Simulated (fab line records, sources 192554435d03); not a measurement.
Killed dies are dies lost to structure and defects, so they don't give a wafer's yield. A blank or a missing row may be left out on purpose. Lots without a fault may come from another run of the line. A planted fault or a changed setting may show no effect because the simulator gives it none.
Which tool did it? | flow n5_finfet | 12 lots, 36 wafers sampled, at 4 steps of a route of 1938

WHAT THE GAUGES READ, wafer by wafer
N5_BEOL_M2_CD_MEAS_35: target cd 18 nm, target cd y 22.2 nm.
lot  | measured     | on        | cd_nm (nm)
L075 | day 7 11:36  | cd_sem-01 | 18.0 17.5 17.7
L077 | day 8 02:15  | cd_sem-02 | 18.0 18.6 18.5
L079 | day 8 15:58  | cd_sem-03 | 18.0 18.3 18.0
L081 | day 9 07:10  | cd_sem-01 | 17.6 17.9 17.5
L083 | day 11 01:09 | cd_sem-03 | 18.2 18.2 18.4
L085 | day 11 13:08 | cd_sem-01 | 18.1 18.4 17.9
L087 | day 12 16:37 | cd_sem-03 | 17.6 17.9 18.3
L090 | day 13 00:41 | cd_sem-01 | 18.3 17.6 18.3
L091 | day 12 19:16 | cd_sem-01 | 18.3 18.4 18.4
L094 | day 13 07:05 | cd_sem-01 | 18.2 17.5 17.2
L095 | day 13 15:26 | cd_sem-02 | 18.2 18.2 18.6
L097 | day 14 11:16 | cd_sem-01 | 17.6 17.7 18.2

WHICH TOOL RAN EACH LOT (tool, then ch and the chambers of the sampled wafers, then the start)
lot  | N5_BEOL_M1_PRE_CLEAN_60          | N5_BEOL_M1_CO_CAP_55             | N5_BEOL_M2_ETCH_64
L075 | cvd_co-01 ch 0,1, day 6 19:57    | cvd_co-01 ch 0,1, day 6 20:01    | rie_diel-02 ch 0,2,3, day 6 23:00
L077 | cvd_co-02 ch 0,2, day 7 18:16    | cvd_co-02 ch 0,2, day 7 18:18    | rie_diel-04 ch 1,3, day 7 21:47
L079 | cvd_co-02 ch 0,1,2, day 8 10:33  | cvd_co-02 ch 0,1,2, day 8 10:35  | rie_diel-04 ch 0,1,2, day 8 12:29
L081 | cvd_co-02 ch 0,1,2, day 8 16:14  | cvd_co-02 ch 0,1,2, day 8 16:16  | rie_diel-04 ch 0,2,3, day 8 17:52
L083 | cvd_co-02 ch 0,2, day 9 04:02    | cvd_co-02 ch 0,2, day 9 04:04    | rie_diel-05 ch 1,2,3, day 9 06:34
L085 | cvd_co-02 ch 1,2, day 9 07:58    | cvd_co-02 ch 1,2, day 9 08:02    | rie_diel-05 ch 0,1,3, day 9 09:10
L087 | cvd_co-01 ch 0,1,2, day 9 19:37  | cvd_co-01 ch 0,1,2, day 9 19:39  | rie_diel-05 ch 0,2,3, day 9 21:32
L090 | cvd_co-01 ch 0,2, day 10 10:08   | cvd_co-01 ch 0,2, day 10 10:10   | rie_diel-05 ch 0,1,3, day 10 11:20
L091 | cvd_co-01 ch 0,1,2, day 10 23:28 | cvd_co-01 ch 0,1,2, day 10 23:31 | rie_diel-05 ch 1,2,3, day 11 00:53
L094 | cvd_co-01 ch 0,1,2, day 11 07:54 | cvd_co-01 ch 0,1,2, day 11 07:56 | rie_diel-02 ch 0,2,3, day 11 10:16
L095 | cvd_co-01 ch 0,1,2, day 11 20:15 | cvd_co-01 ch 0,1,2, day 11 20:18 | rie_diel-05 ch 2,3, day 11 21:23
L097 | cvd_co-02 ch 0,2, day 13 12:19   | cvd_co-02 ch 0,2, day 13 12:22   | rie_diel-04 ch 1,3, day 13 13:32
- N5_BEOL_M1_PRE_CLEAN_60: time 15 s.
- N5_BEOL_M1_CO_CAP_55: material Co, precursor CCTBA/H2, target thk 2 nm, time 102.1 s.
- N5_BEOL_M2_ETCH_64: etches SOC in N2/H2, target depth 75 nm, overetch 22.5 nm, time 121.9 s.

THE ANSWER, worked out from the rows above alone
Rule: what is usual is taken from the lots themselves. Put in order of their means at a reading, lots are off if they are a third of the lots or fewer, leave a main group of 4 or more, and stand apart from it by a gap of 3 or more times the standard deviation of the main group's means; of several such gaps the widest counts. A main group whose means are all the same, to the digits that the tables above print for the reading, isn't used. A lot without any number at a reading at which 4 lots or more have one is off too. The other lots that the step has rows for count as sound.
No lot is off at any reading shown: from this, nothing can be told.

WHAT THE SIMULATOR HAD PUT IN
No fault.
